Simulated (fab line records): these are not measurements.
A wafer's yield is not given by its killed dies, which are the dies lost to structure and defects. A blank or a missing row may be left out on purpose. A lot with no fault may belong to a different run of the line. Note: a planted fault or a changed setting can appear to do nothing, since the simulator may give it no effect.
A lot that was struck, set against a sound lot || flow n5Finfet || 36 steps out of a route of 1938
Sound: these wafers, L657.3, L657.4, L657.5. Struck: wafer L644.6 (L644.3, L644.4, from the same lot, were not struck and are left out); the cause is given at the end.
For every step that has rows: the tool of each side, followed by ch and its chambers, followed by its first start. Under that, the readings that differ: sound wafers || struck wafers || difference of the means || sigmas: that difference in standard deviations of wafers without a fault.
alike: same words and numbers on both sides, and readings whose means sit less than 2 such deviations apart. not compared: any withheld reading, any reading some wafer has no value for, any bound like >300 that may hide the same value, and any number with overlapping values for which the record gives no deviation.
The two part at a step that has a row with sigmas, a row that says differs or no value, or rows on one side only. Non-overlapping numbers with no deviation appear without sigmas and do not part them. A reading that every wafer of one side lacks parts them only if that side has two wafers or more.

first, 8 steps without rows for these wafers: N5_BEOL_M7_SPUTTER_48 (material Cu, target thk 10 nm, time 1.667 s); N5_BEOL_M7_ECD_50 (material Cu, target thk 300 nm); N5_BEOL_M7_ANNEAL_51 (time 90 s); N5_BEOL_M7_CMP_52 (polishes, stops on SiCOH lowk, t overpolish 6.9 s, target thk 80 nm); N5_BEOL_M7_PRE_CLEAN_55 (time 15 s); N5_BEOL_M7_DEP_56 (deposits SiCN from 3MS/NH3, target thk 10 nm, time 17.5 s); N5_BEOL_M8_ILD_DEP_00 (deposits SiCOH lowk from DEMS/porogen, target thk 179.75 nm, time 33.4 s); N5_BEOL_M8_CURE_74 (cures SiCOH lowk, time 240 s).
N5_BEOL_M8_PECVD_70: deposits SiO2 from TEOS/O2, target thk 20 nm, time 22.7 s.
  sound on pecvd-01 ch 1,2, day 14 11:13; struck on pecvd-03 ch 1, day 10 12:18
{"reading": "model.SiO2_of_BEOL_M8_PECVD_70.thkNm (nm)", "sound": "20.4 20.2 20.8", "struck": 21.8, "difference": "+1.3", "sigmas": ""}
  alike: heaterPowerW, showerheadPlenumPTorr, susceptorTempC, throttleValvePct
then, 25 steps without rows for these wafers: N5_BEOL_M8_HM_DEP_02 (deposits TiN, target thk 20 nm); N5_BEOL_M8_COAT_59 (time 60 s, resist thk 100 nm); N5_BEOL_M8_COAT_60 (time 60 s, resist thk 35 nm); N5_BEOL_M8_COAT_05 (resist thk 90 nm); N5_BEOL_M8_EBR_07; N5_BEOL_M8_SOFTBAKE_06 (time 60 s); N5_BEOL_M8_EXPOSE_08 (exposes mask M8); N5_BEOL_M8_PEB_09 (peb time 60 s); N5_BEOL_M8_DEVELOP_10 (develop time 30 s); N5_BEOL_M8_DESCUM_16 (chemistry O2, time 7.9 s); N5_BEOL_M8_ETCH_61 (etches SiARC in CF4, target depth 45.5 nm, time 75.8 s); N5_BEOL_M8_ETCH_62 (etches SOC in N2/H2, target depth 110 nm, overetch 22 nm, time 165 s); N5_BEOL_M8_STRIP_68 (strips in N2/H2); N5_BEOL_M8_STRIP_67 (strips in CF4); N5_BEOL_M8_HM_OPEN_17 (chemistry Cl2/BCl3, target TiN, target depth 20 nm, overetch 6 nm); N5_BEOL_M8_STRIP_19 (strips in O2); N5_BEOL_M8_COAT_63 (time 60 s, resist thk 60 nm); N5_BEOL_M8_COAT_64 (time 60 s, resist thk 12 nm); N5_BEOL_M8_COAT_71 (time 60 s, resist thk 5 nm); N5_BEOL_M8_COAT_22 (resist thk 30 nm); N5_BEOL_M8_EBR_24; N5_BEOL_M8_SOFTBAKE_23 (time 60 s); N5_BEOL_M8_EXPOSE_25 (exposes mask V7, target cd 40 nm); N5_BEOL_M8_PEB_26 (peb time 60 s); N5_BEOL_M8_DEVELOP_27 (develop time 30 s).
N5_BEOL_M8_HM_STRIP_39: strips TiN in peroxide tin strip, target depth 25 nm, time 158 s.
  sound on wetBench-01 ch 0,1,7, day 14 16:49; struck on wetBench-01 ch 0, day 10 17:48
{"reading": "model.SiO2_of_BEOL_M8_PECVD_70.thkNm (nm)", "sound": "20.2 20.2 20.6", "struck": 21.6, "difference": "+1.3", "sigmas": ""}
following that, these wafers have no rows for 1 step: N5_PASSIVATION_PROBE_49.

WHERE THEY PART
Nowhere in this record.

WHY: the cause the simulator had injected
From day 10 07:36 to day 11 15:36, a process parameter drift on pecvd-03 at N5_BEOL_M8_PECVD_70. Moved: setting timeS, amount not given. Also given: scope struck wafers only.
